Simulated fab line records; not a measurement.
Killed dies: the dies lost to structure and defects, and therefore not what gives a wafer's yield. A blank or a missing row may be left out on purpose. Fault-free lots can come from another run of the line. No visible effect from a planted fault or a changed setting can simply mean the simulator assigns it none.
Struck lot and sound lot, side by side	flow n5Finfet	37 out of 1938 route steps
Sound: the wafers L954.2, L954.3, L954.4. Struck: wafer L946.2. (L946.5, L946.6 of the same lot were not struck and are left out.) The cause comes at the end.
Per side, at each step with rows, come the tool, then ch with its chambers, and then its first start. Under that, the readings that differ: sound wafers	struck wafers	difference of the means	sigmas: that difference in standard deviations of wafers without a fault.
alike: a reading whose means differ by less than 2 such deviations, as well as words and numbers matching on both sides. not compared: withheld readings; readings where some wafer has no value; bounds like >300 that might hide an equal value; numbers whose values overlap and for which the record gives no deviation.
The two part at a step that has a row with sigmas, a row that says differs or no value, or rows on one side only. When numbers do not overlap yet have no deviation, they are printed without sigmas and do not part them. Lack of a reading on every wafer of one side parts them only where that side has two or more wafers.

first, 9 steps without rows for these wafers: N5_PASSIVATION_HARDBAKE_11 (time 120 s); N5_PASSIVATION_DESCUM_12 (chemistry O2, time 7.9 s); N5_PASSIVATION_PASS_ETCH_74 (etches SiNx in CF4/O2, target depth 220 nm, time 110 s); N5_PASSIVATION_VIA_ETCH_13 (etches SiO2 in CHF3/O2, target depth 660 nm, time 330 s); N5_PASSIVATION_STRIP_14 (strips in O2); N5_PASSIVATION_ETCH_15 (etches SiCN in CF4/N2, target depth 75 nm, time 81.2 s); N5_PASSIVATION_STRIP_73 (strips in post etch residue remover, time 60 s); N5_PASSIVATION_SRD_17 (time 30 s, dry time 30 s); N5_PASSIVATION_DEGAS_18 (time 60 s).
N5_PASSIVATION_PRE_CLEAN_19:
  sound: pvdSputter-02 at day 17 07:13; struck: pvdSputter-01 at day 15 09:28
  alike: heaterPowerW
then, 26 steps without rows for these wafers: N5_PASSIVATION_SPUTTER_20 (material TaN, target thk 50 nm); N5_PASSIVATION_AL_DEP_21 (deposits Al, target thk 2800 nm, time 170 s); N5_PASSIVATION_HMDS_23 (time 60 s); N5_PASSIVATION_COAT_24; N5_PASSIVATION_EBR_26; N5_PASSIVATION_SOFTBAKE_25 (time 90 s); N5_PASSIVATION_EXPOSE_27 (exposes mask PAD, defocus 0 nm); N5_PASSIVATION_PEB_28; N5_PASSIVATION_DEVELOP_29 (develop time 60 s); N5_PASSIVATION_HARDBAKE_31 (time 120 s); N5_PASSIVATION_DESCUM_32 (chemistry O2, time 7.9 s); N5_PASSIVATION_AL_ETCH_33 (etches Al in Cl2/BCl3, stops on TaN, target depth 2800 nm, time 466.7 s); N5_PASSIVATION_ETCH_59 (etches TaN in Cl2/BCl3, target depth 65 nm, time 34.9 s); N5_PASSIVATION_STRIP_34 (strips in O2); N5_PASSIVATION_STRIP_51 (strips in post etch residue remover, time 1200 s); N5_PASSIVATION_CLEAN_69 (cleans in IPA, time 180 s); N5_PASSIVATION_SRD_70 (time 30 s); N5_PASSIVATION_PECVD_53 (deposits SiO2 from TEOS/O2, target thk 800 nm, time 169.4 s); N5_PASSIVATION_PECVD_35 (deposits SiNx from SiH4/NH3/N2, target thk 700 nm, time 151.3 s); N5_PASSIVATION_HMDS_37 (time 60 s); N5_PASSIVATION_COAT_38; N5_PASSIVATION_EBR_40; N5_PASSIVATION_SOFTBAKE_39 (time 120 s); N5_PASSIVATION_EXPOSE_41 (exposes mask PASS OPEN, defocus 0 nm, target cd 40000 nm); N5_PASSIVATION_PEB_42; N5_PASSIVATION_DEVELOP_43 (develop time 60 s).
N5_PASSIVATION_PROBE_49:
  sound: prober-01 at day 17 13:19; struck: prober-02 at day 15 15:25
reading	sound	struck	difference	sigmas
defectLimitedYield (%)	92.4 92.1 93.4	82.4	-10.2	-7
killedAtOther	3 2 2	112	+110	+41
killedDies	90 93 78	208	+121	+7
killedOpen	57 56 46	83	+30	+2
sort_bin_4_leakage (%)	0 1.27 0.76	0	-1	-4
sort_bin_5_function (%)	4.8 4.6 3.9	11.5	+7.1	+8
sort_bin_6_memory (%)	2.7 2.9 2.5	4.4	+1.7	+2
sortNPass	1090 1072 1093	972	-113	-7
sortYieldPct (%)	92.4 90.8 92.6	82.4	-9.5	-7
  alike: killed_at_M0_to_M3, killed_at_M4_up, killedAtContacts, killedAtFrontEnd, killedShort

== WHERE THEY PART ==
Only at N5_PASSIVATION_PROBE_49, within this record.

WHY: the cause the simulator had injected
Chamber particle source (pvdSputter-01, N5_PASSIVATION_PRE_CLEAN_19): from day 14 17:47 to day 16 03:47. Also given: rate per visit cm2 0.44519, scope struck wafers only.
